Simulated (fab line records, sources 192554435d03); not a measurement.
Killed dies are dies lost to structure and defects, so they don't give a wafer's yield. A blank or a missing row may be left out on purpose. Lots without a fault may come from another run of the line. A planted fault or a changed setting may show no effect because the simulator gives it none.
fab line records | flow n5_finfet
record lots=15 wafers=44 last_day=20
route steps=1938 shown MOL_CONTACT_COAG@617 BEOL_M0_SAQP@635 BEOL_M4@1111
lots that met no fault: from a run of the same line without faults
start_h: hours from the record's first day to the start of the lot's first wafer shown | wait_h: hours since the lot's step before | " the same as in the row above | L1.1+2: a row that stands for several wafers | - no value, or no start given | * or withheld: withheld | < > ~ a bound
route shown NAME@n: a module of which the file shows steps, and the number in the route of the first | usual: mean/standard deviation of fault-free wafers | same: alike in all rows | chamber/n: place in a boat | sites: the reading at each site | _std_site: their standard deviation | _edge_site: outer sites' mean less inner sites' | radius_mm: how far each site lies from the wafer's centre | mask NAME#n: copy n | behind: the tool/chamber that last shaped the wafer | hold: why the lot was held/for how many hours/how that ended | device: the transistor (n, p or np) that didn't switch | end of line: the same wafers' tests at the end of the route | a step without rows: its recipe alone | killed: dies lost to structure and defects at the first sort, not the wafer's yield | map: a wafer's dies, x killed, . not, _ none there
set.NAME: the setting as run; set.NAME@STEP: as run at that earlier step | model.NAME: the simulator's own value behind a step, which no gauge read
steps of the route over a sample of lots; a table a step, a row a wafer
services: from which hour (start_h, from the record's first day; less than 0 if before it) a tool's chamber was out of use, for how many hours, and why
## steps
# step N5_MOL_CONTACT_COAG_ETCH_48
# recipe chemistry=C4F6/O2 target_depth_a=150 overetch_a=45 mask_material=SOC target=SiOC bias_w=465 pressure_mtorr=10 time_s=17 source_w=335 Ar_flow_sccm=300 C4F6_flow_sccm=10 O2_flow_sccm=10 ion_energy_ev=576
# usual drypump_motor_current_A=5.8/0.58 oes_ar_750_au=0.80/0.081 oes_product_au=0.67/0.07 rf_vpp_V=1591/29 showerhead_plenum_p_Torr=2.84/0.12 throttle_valve_pct=40.5/0.38
# columns lot.wafer tool chamber start_h wait_h drypump_motor_current_A oes_ar_750_au oes_product_au rf_hours_counter_h rf_vpp_V showerhead_plenum_p_Torr throttle_valve_pct
L960.3 rie_diel-05 1 105.39 0.0 5.1 0.74 0.64 187 1573 2.81 40.0
L960.4 " 2 " " 5.8 0.86 0.75 46 1577 2.86 40.1
L960.6 " 1 " " 5.1 0.74 0.60 - 1573 2.81 40.0
L963.1 rie_diel-05 0 128.54 0.0 6.4 0.71 0.60 227 1569 2.71 40.9
L963.2 " 1 " " 5.2 0.73 0.61 193 1572 2.81 40.0
L963.4 " 2 " " 5.8 0.86 0.71 53 1577 2.86 40.1
L965.1 rie_diel-03 0 134.18 0.0 5.0 0.71 0.59 195 1670 2.82 40.1
L965.5 " 1 " " 6.3 0.90 0.77 - 1554 2.77 41.0
L965.6 " 2 " " 5.8 0.67 0.53 - 1593 2.70 40.6
L966.2 rie_diel-02 2 140.29 0.0 6.4 0.78 0.66 133 1626 2.72 40.7
L966.6 " 2 " " 6.5 0.77 0.70 - 1627 2.72 40.7
L967.4 rie_diel-05 0 151.53 0.0 6.4 0.70 0.64 235 1567 2.70 40.9
L967.5 " 2 " " 5.8 0.84 0.77 - 1576 2.85 40.1
L967.6 " 1 " " 5.2 0.73 0.65 - 1572 2.81 40.0
L968.1 rie_diel-02 0 156.69 0.0 5.3 0.87 0.76 30 1608 3.04 41.1
L968.4 " 1 " " 5.7 0.90 0.72 20 1568 2.77 40.1
L968.5 " 3 " " 6.8 0.84 0.65 - 1590 2.98 40.5
L970.1 rie_diel-02 3 170.51 0.0 6.8 0.83 0.72 70 1588 2.98 40.5
L970.4 " 1 " " 5.7 0.89 0.80 24 1569 2.77 40.1
L970.5 " 3 " " 6.8 0.83 0.73 - 1588 2.98 40.5
L972.1 rie_diel-03 0 189.59 0.0 5.0 0.69 0.59 217 1669 2.81 40.1
L972.2 " 1 " " 6.3 0.87 0.74 54 1553 2.76 41.0
L972.3 " 2 " " 5.8 0.97 0.78 5 1620 3.03 40.7
L973.3 rie_diel-02 0 191.36 0.0 5.3 0.84 0.74 43 1608 3.03 41.1
L973.4 " 2 " " 6.5 0.76 0.67 153 1625 2.71 40.7
L973.5 " 1 " " 5.7 0.88 0.78 - 1567 2.76 40.2
L977.2 rie_diel-03 2 212.62 0.0 5.7 0.95 0.83 15 1619 3.03 40.7
L977.5 " 0 " " 5.0 0.69 0.64 - 1669 2.80 40.1
L977.6 " 1 " " 6.3 0.85 0.70 - 1553 2.75 41.0
L978.1 rie_diel-02 0 218.24 0.0 5.3 0.84 0.67 52 1606 3.03 41.1
L978.3 " 2 " " 6.5 0.75 0.63 162 1625 2.70 40.7
L978.4 " 1 " " 5.6 0.86 0.75 40 1569 2.76 40.2
L979.1 rie_diel-05 3 225.39 0.0 5.3 0.72 0.60 205 1560 2.82 40.7
L979.4 " 1 " " 5.2 0.71 0.61 231 1570 2.79 40.0
L979.6 " 1 " " 5.1 0.71 0.60 - 1572 2.79 40.0
L980.1 rie_diel-02 0 228.45 0.0 5.3 0.83 0.70 57 1608 3.02 41.1
L980.4 " 1 " " 5.6 0.85 0.70 44 1567 2.76 40.1
L980.6 " 0 " " 5.3 0.82 0.68 - 1607 3.02 41.1
L981.3 rie_diel-02 2 231.40 0.0 6.4 0.74 0.60 166 1625 2.70 40.7
L981.4 " 1 " " 5.6 0.85 0.72 45 1566 2.76 40.2
L981.5 " 3 " " 6.8 0.81 0.68 - 1589 2.97 40.5
L982.3 rie_diel-02 1 243.43 0.0 5.6 0.85 0.73 48 1568 2.76 40.2
L982.4 " 3 " " 6.8 0.79 0.66 95 1588 2.97 40.5
L982.6 " 1 " " 5.6 0.85 0.71 - 1567 2.76 40.2
# step N5_MOL_CONTACT_COAG_INSPECT_97
# recipe inspect_instrument=darkfield mode=post_anneal
# usual raw_defect_count=37/15
# columns lot.wafer tool chamber start_h wait_h raw_defect_count
L960.3 defect_inspect-01 - 110.98 0.1 39
L960.4 " - " " 13
L960.6 " - " " 21
L963.1 defect_inspect-02 - 132.76 0.0 23
L963.2 " - " " 25
L963.4 " - " " 34
L965.1 defect_inspect-02 - 138.77 0.0 50
L965.5 " - " " 41
L965.6 " - " " 34
L966.2 defect_inspect-02 - 144.40 0.1 47
L966.6 " - " " 26
L967.4 defect_inspect-01 - 155.67 0.1 31
L967.5 " - " " 46
L967.6 " - " " 45
L968.1 defect_inspect-01 - 160.77 0.0 33
L968.4 " - " " 44
L968.5 " - " " 25
L970.1 defect_inspect-01 - 174.67 0.0 17
L970.4 " - " " 19
L970.5 " - " " 18
L972.1 defect_inspect-01 - 193.67 0.0 44
L972.2 " - " " 39
L972.3 " - " " 21
L973.3 defect_inspect-01 - 196.71 0.1 29
L973.4 " - " " 28
L973.5 " - " " 31
L977.2 defect_inspect-02 - 216.73 0.0 40
L977.5 " - " " 32
L977.6 " - " " 23
L978.1 defect_inspect-01 - 222.34 0.0 43
L978.3 " - " " 39
L978.4 " - " " 53
L979.1 defect_inspect-02 - 229.47 0.0 38
L979.4 " - " " 48
L979.6 " - " " 17
L980.1 defect_inspect-01 - 232.53 0.0 30
L980.4 " - " " 38
L980.6 " - " " 55
L981.3 defect_inspect-02 - 235.57 0.1 29
L981.4 " - " " 22
L981.5 " - " " 27
L982.3 defect_inspect-01 - 247.56 0.1 17
L982.4 " - " " 52
L982.6 " - " " 24
# step N5_BEOL_M0_SAQP_PECVD_03
# recipe material=SiCN target_thk_a=120 temp_c=withheld precursor=3MS/NH3 pressure_torr=3 rf_w=202 time_s=21.1
# usual chamber_pressure_Torr=3.001/0.0063 rf_fwd_power_W=199.0/1.1 showerhead_plenum_p_Torr=3.659/0.012 throttle_valve_pct=8.8/0.54
# columns lot.wafer tool chamber start_h wait_h chamber_pressure_Torr rf_fwd_power_W showerhead_plenum_p_Torr throttle_valve_pct
L960.3 pecvd-01 0 112.33 0.1 2.995 196.8 3.663 8.3
L960.4 " 0 " " 2.995 197.2 3.666 8.7
L960.6 " 1 " " 2.993 197.6 3.667 9.1
L963.1 pecvd-02 1 133.31 0.1 3.002 198.8 3.684 9.1
L963.2 " 0 " " 3.002 197.9 3.663 8.6
L963.4 " 2 " " 3.005 200.4 3.661 8.1
L965.1 pecvd-04 2 140.82 0.1 2.999 200.1 3.658 8.6
L965.5 " 2 " " 3.002 199.3 3.653 8.5
L965.6 " 1 " " 3.000 197.2 3.660 9.1
L966.2 pecvd-04 1 146.73 0.1 2.991 198.8 3.667 9.2
L966.6 " 2 " " 3.012 199.6 3.654 8.3
L967.4 pecvd-04 2 156.49 0.1 3.005 199.7 3.666 8.4
L967.5 " 0 " " 2.995 199.9 3.656 9.0
L967.6 " 1 " " 3.001 198.3 3.650 9.1
L968.1 pecvd-01 0 163.11 0.1 2.990 197.2 3.668 8.6
L968.4 " 0 " " 2.999 197.0 3.665 8.7
L968.5 " 0 " " 3.000 197.7 3.657 8.7
L970.1 pecvd-04 0 176.04 0.1 - - - -
L970.4 " 2 " " - - - -
L970.5 " 0 " " - - - -
L972.1 pecvd-01 0 194.89 0.1 - - - -
L972.2 " 2 " " - - - -
L972.3 " 1 " " - - - -
L973.3 pecvd-02 2 199.08 0.1 - - - -
L973.4 " 1 " " - - - -
L973.5 " 0 " " - - - -
L977.2 pecvd-04 0 219.20 0.1 2.992 200.6 3.666 9.6
L977.5 " 2 " " 3.001 200.2 3.659 8.4
L977.6 " 1 " " 3.006 198.4 3.648 8.8
L978.1 pecvd-04 0 223.47 0.1 3.012 198.8 3.654 9.4
L978.3 " 2 " " 3.010 199.9 3.669 8.5
L978.4 " 1 " " 3.012 197.9 3.667 8.9
L979.1 pecvd-01 1 232.05 0.1 2.991 197.7 3.660 8.4
L979.4 " 1 " " 2.995 198.6 3.672 8.3
L979.6 " 2 " " 2.997 199.6 3.632 8.1
L980.1 pecvd-01 1 233.86 0.1 2.998 198.3 3.657 8.1
L980.4 " 0 " " 3.002 197.9 3.671 8.7
L980.6 " 1 " " 2.996 198.1 3.664 8.1
L981.3 pecvd-01 0 237.41 0.1 3.002 197.8 3.660 8.2
L981.4 " 2 " " 3.005 200.0 3.632 8.2
L981.5 " 1 " " 2.994 198.5 3.666 8.0
L982.3 pecvd-01 2 251.12 0.1 3.011 199.2 3.635 8.5
L982.4 " 2 " " 2.991 199.8 3.641 8.5
L982.6 " 1 " " 2.990 198.1 3.666 8.4
# step N5_BEOL_M0_SAQP_PECVD_04
# recipe material=a-Si target_thk_a=600 temp_c=350 precursor=SiH4/He pressure_torr=3 rf_w=100 time_s=60.2
# usual chamber_pressure_Torr=3.000/0.0069 heater_power_outer_w=410/45 heater_power_w=694/69 showerhead_plenum_p_Torr=5.65/0.044 throttle_valve_pct=17.7/1
# columns lot.wafer tool chamber start_h wait_h chamber_pressure_Torr heater_power_outer_w heater_power_w showerhead_plenum_p_Torr throttle_valve_pct
L960.3 pecvd-01 0 112.45 0.0 2.999 488 812 5.68 17.0
L960.4 " 0 " " 2.997 469 816 5.67 17.2
L960.6 " 1 " " 2.985 499 793 5.67 18.4
L963.1 pecvd-02 1 133.43 0.0 3.010 425 753 5.70 17.8
L963.2 " 0 " " 3.001 346 558 5.65 17.0
L963.4 " 2 " " 3.009 420 691 5.70 16.4
L965.1 pecvd-04 2 140.94 0.0 3.002 357 606 5.64 16.9
L965.5 " 2 " " 2.993 351 610 5.67 16.7
L965.6 " 1 " " 2.997 454 777 5.63 17.9
L966.2 pecvd-04 1 146.85 0.0 2.994 368 697 5.65 18.2
L966.6 " 2 " " 3.007 345 606 5.66 16.6
L967.4 pecvd-04 2 156.63 0.0 2.997 368 622 5.65 16.8
L967.5 " 0 " " 2.996 450 723 5.64 18.5
L967.6 " 1 " " 3.007 463 817 5.64 18.0
L968.1 pecvd-01 0 163.28 0.0 2.999 421 692 5.67 17.1
L968.4 " 0 " " 2.996 419 725 5.66 17.0
L968.5 " 0 " " 3.003 422 700 5.67 17.3
L970.1 pecvd-04 0 176.15 0.0 3.009 432 694 5.64 18.7
L970.4 " 2 " " 3.003 381 641 5.65 16.8
L970.5 " 0 " " 3.010 433 687 5.65 18.1
L972.1 pecvd-01 0 195.00 0.0 3.008 469 797 5.66 17.0
L972.2 " 2 " " 2.986 336 586 5.56 20.0
L972.3 " 1 " " 3.009 413 683 5.67 16.6
L973.3 pecvd-02 2 199.19 0.0 3.007 390 675 5.70 16.4
L973.4 " 1 " " 3.000 378 691 5.72 18.1
L973.5 " 0 " " 2.999 376 601 5.63 17.2
L977.2 pecvd-04 0 219.32 0.0 3.002 404 643 5.65 18.6
L977.5 " 2 " " 2.998 315 560 5.63 17.2
L977.6 " 1 " " 3.009 380 696 5.63 17.9
L978.1 pecvd-04 0 223.59 0.0 3.005 407 665 5.65 18.6
L978.3 " 2 " " 3.002 358 621 5.64 16.9
L978.4 " 1 " " 2.994 422 771 5.62 18.0
L979.1 pecvd-01 1 232.16 0.0 3.009 475 752 5.69 16.7
L979.4 " 1 " " 2.999 475 772 5.67 16.7
L979.6 " 2 " " 3.001 369 611 5.53 16.9
L980.1 pecvd-01 1 233.98 0.0 2.993 400 682 5.68 16.6
L980.4 " 0 " " 3.007 463 774 5.67 17.0
L980.6 " 1 " " 3.001 416 680 5.67 16.8
L981.3 pecvd-01 0 237.52 0.0 2.995 454 784 5.68 17.2
L981.4 " 2 " " 2.995 393 668 5.56 16.7
L981.5 " 1 " " 3.010 431 712 5.69 16.9
L982.3 pecvd-01 2 251.23 0.0 2.994 404 697 5.55 16.7
L982.4 " 2 " " 2.987 409 674 5.55 16.7
L982.6 " 1 " " 2.996 487 800 5.68 16.6
# step N5_BEOL_M0_SAQP_CD_MEAS_29
# recipe target_cd_nm=14.4 landing_energy_ev=1000 detector=se_inlens
# usual cd_nm=15.05/0.22
# columns lot.wafer tool chamber start_h wait_h cd_nm
L960.3 cd_sem-02 0 118.48 0.1 14.88
L960.4 " 0 " " 14.97
L960.6 " 0 " " 14.70
L963.1 cd_sem-03 0 137.64 0.1 14.73
L963.2 " 0 " " 15.20
L963.4 " 0 " " 15.01
L965.1 cd_sem-01 0 145.20 0.1 15.02
L965.5 " 0 " " 14.86
L965.6 " 0 " " 14.90
L966.2 cd_sem-02 0 151.41 0.1 15.12
L966.6 " 0 " " 14.78
L967.4 cd_sem-01 0 160.54 0.1 15.16
L967.5 " 0 " " 15.20
L967.6 " 0 " " 14.95
L968.1 cd_sem-03 0 169.81 0.1 15.37
L968.4 " 0 " " 15.32
L968.5 " 0 " " 15.13
L970.1 cd_sem-03 0 182.26 0.1 -
L970.4 " 0 " " -
L970.5 " 0 " " -
L972.1 cd_sem-02 0 199.80 0.1 -
L972.2 " 0 " " -
L972.3 " 0 " " -
L973.3 cd_sem-01 0 203.62 0.1 -
L973.4 " 0 " " -
L973.5 " 0 " " -
L977.2 cd_sem-01 0 224.04 0.1 14.88
L977.5 " 0 " " 15.17
L977.6 " 0 " " 15.22
L978.1 cd_sem-02 0 227.76 0.1 15.17
L978.3 " 0 " " 14.99
L978.4 " 0 " " 14.87
L979.1 cd_sem-01 0 236.62 0.1 14.91
L979.4 " 0 " " 15.23
L979.6 " 0 " " 14.77
L980.1 cd_sem-03 0 238.18 0.1 14.83
L980.4 " 0 " " 15.09
L980.6 " 0 " " 14.90
L981.3 cd_sem-03 0 242.37 0.1 14.41
L981.4 " 0 " " 15.24
L981.5 " 0 " " 15.47
L982.3 cd_sem-01 0 256.09 0.1 14.87
L982.4 " 0 " " 14.82
L982.6 " 0 " " 15.04
# step N5_BEOL_M4_RC_MEAS_101
# usual DIBL_N=37.0/1.6 DIBL_P=37.0/2.1 IOFF_N=0.17/0.032 IOFF_P=0.22/0.043 ION_N=679/13 ION_P=465/9.5 SS_N=71.7/0.59 SS_P=73.6/0.64 VT_N=249/3.2 VT_P=-249/4.1
# columns lot.wafer tool chamber start_h wait_h DIBL_N[mV/V] DIBL_P[mV/V] IOFF_N[nA/um] IOFF_P[nA/um] ION_N[uA/um] ION_P[uA/um] SS_N[mV/dec] SS_P[mV/dec] VT_N[mV] VT_P[mV]
L960.3 prober-01 0 229.90 0.3 36.1 36.0 0.16 0.21 678 468 71.3 73.6 247 -248
L960.4 " 0 " " 37.5 37.2 0.19 0.23 689 465 71.9 73.3 245 -249
L960.6 " 0 " " 37.3 38.1 0.18 0.24 684 471 71.9 73.5 245 -250
L963.1 prober-02 0 237.69 0.0 39.1 40.2 0.24 0.30 680 467 72.0 74.4 245 -247
L963.2 " 0 " " 34.8 35.0 0.13 0.19 659 463 71.8 73.2 254 -249
L963.4 " 0 " " 36.4 37.1 0.18 0.23 685 468 72.3 73.3 250 -248
L966.2 prober-01 0 277.87 0.2 39.5 38.6 0.20 0.24 681 461 72.1 72.5 247 -249
L966.6 " 0 " " 38.1 37.6 0.16 0.23 688 471 71.3 73.8 249 -249
L967.4 prober-01 0 295.91 0.5 38.4 38.6 0.20 0.24 692 471 71.3 73.9 246 -247
L967.5 " 0 " " 38.3 39.0 0.21 0.25 705 473 71.4 74.3 243 -247
L967.6 " 0 " " 37.5 37.0 0.18 0.22 677 462 71.6 73.4 249 -248
L965.1 prober-02 0 298.56 0.0 35.3 36.0 0.17 0.23 687 472 71.3 73.0 247 -247
L965.5 " 0 " " 35.4 36.8 0.17 0.25 696 477 70.7 73.4 248 -247
L965.6 " 0 " " 36.9 38.3 0.19 0.26 679 464 71.1 73.2 249 -247
L968.1 prober-01 0 304.39 0.0 36.2 35.0 0.14 0.16 657 448 71.7 73.6 252 -256
L968.4 " 0 " " 38.7 38.3 0.18 0.22 670 455 71.6 74.2 249 -253
L968.5 " 0 " " 39.8 39.8 0.23 0.25 679 463 72.4 74.3 245 -249
L978.1 prober-02 0 343.28 0.0 35.7 35.7 0.15 0.22 668 463 72.1 73.2 249 -248
L978.3 " 0 " " 37.2 38.3 0.19 0.26 687 472 72.0 73.7 248 -247
L978.4 " 0 " " 36.7 36.9 0.16 0.21 670 458 71.7 74.2 252 -249
L980.1 prober-01 0 351.16 0.0 35.7 37.3 0.13 0.16 671 455 71.9 73.7 256 -257
L980.4 " 0 " " 35.9 37.6 0.14 0.17 675 451 71.2 73.8 251 -258
L980.6 " 0 " " 35.4 36.7 0.13 0.16 655 441 71.5 73.3 251 -259
L977.2 prober-02 0 363.81 0.2 36.9 37.1 0.17 0.22 685 469 71.9 73.2 249 -251
L977.5 " 0 " " 36.9 37.8 0.16 0.24 666 461 71.8 73.5 252 -251
L977.6 " 0 " " 36.6 35.7 0.16 0.21 689 467 71.4 73.7 250 -250
L979.1 prober-01 0 367.91 0.0 36.6 36.5 0.17 0.20 679 456 71.8 73.6 247 -254
L979.4 " 0 " " 34.4 34.2 0.13 0.17 667 457 70.5 72.9 251 -253
L979.6 " 0 " " 34.6 34.8 0.14 0.18 679 464 70.6 73.1 251 -252
L981.3 prober-02 0 375.05 0.3 38.4 39.5 0.22 0.32 700 492 71.9 74.2 243 -240
L981.4 " 0 " " 39.6 40.4 0.26 0.36 719 489 72.6 75.2 241 -240
L981.5 " 0 " " 39.7 40.2 0.25 0.35 707 487 72.2 74.7 242 -238
L982.3 prober-01 0 377.48 0.3 35.9 33.4 0.13 0.17 649 447 71.5 72.9 253 -255
L982.4 " 0 " " 35.7 34.1 0.14 0.18 667 449 71.5 73.3 248 -253
L982.6 " 0 " " 36.5 36.1 0.16 0.22 661 460 72.2 73.4 249 -251
## services
# columns tool chamber start_h hours kind
rie_diel-03 2 92.46 1.3 repair
pecvd-02 - 111.59 2.0 repair
pecvd-01 1 140.93 - clean
pecvd-01 1 140.93 29.5 scheduled_down
pecvd-01 1 140.93 29.5 vent_cycle
pecvd-02 2 142.02 5.5 scheduled_down
rie_diel-03 - 145.13 5.1 repair
rie_diel-05 - 153.20 0.2 repair
pecvd-01 - 157.60 3.4 repair
rie_diel-02 1 172.00 5.8 repair
rie_diel-03 3 172.89 20.0 repair
pecvd-02 0 174.48 5.5 scheduled_down
pecvd-02 - 199.40 48.9 repair
rie_diel-05 0 200.20 - clean
rie_diel-05 0 200.20 - consumable_replace:focus_ring
pecvd-01 2 202.38 - clean
pecvd-01 2 202.38 - consumable_replace:showerhead
pecvd-01 2 202.38 29.0 scheduled_down
pecvd-01 2 202.38 29.0 vent_cycle
pecvd-01 0 207.02 2.1 scheduled_down
rie_diel-03 2 231.55 11.5 repair
pecvd-01 - 238.27 2.4 repair
pecvd-01 1 242.54 2.1 scheduled_down
rie_diel-02 1 247.44 4.9 repair
## key
first_sign step=N5_BEOL_M0_SAQP_PECVD_03 reading=tool_record direction=missing
effect step=N5_BEOL_M0_SAQP_CD_MEAS_29 reading=cd_nm direction=missing
met_at N5_BEOL_M0_SAQP_PECVD_03
struck_lots L970,L972,L973
later_rows_left_out L970.1,L970.4,L970.5,L972.1,L972.2,L972.3,L973.3,L973.4,L973.5
sort_left_out L970.1,L970.4,L970.5,L972.1,L972.2,L972.3,L973.3,L973.4,L973.5
not_acting_at N5_MOL_CONTACT_COAG_ETCH_48,N5_MOL_CONTACT_COAG_INSPECT_97,N5_BEOL_M0_SAQP_PECVD_04
onset_between 163.11 176.04
earlier_fault kind=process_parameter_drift tool=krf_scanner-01 chamber=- onset_h=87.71 steps=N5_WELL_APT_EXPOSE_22 channel=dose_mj offset=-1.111 shape=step acts_in=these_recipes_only stated=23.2
fault kind=skipped_step_whole tool=pecvd-01,pecvd-02,pecvd-04 chamber=- onset_h=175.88 steps=N5_BEOL_M0_SAQP_PECVD_03 scope=struck_lots_only
# sort_left_out: the simulated sort isn't trusted on such a fault, so these wafers' sort isn't shown, and their yield isn't known
# later_rows_left_out: the simulator's readings of these wafers behind a module that went badly wrong aren't trusted and aren't shown, but for the sort
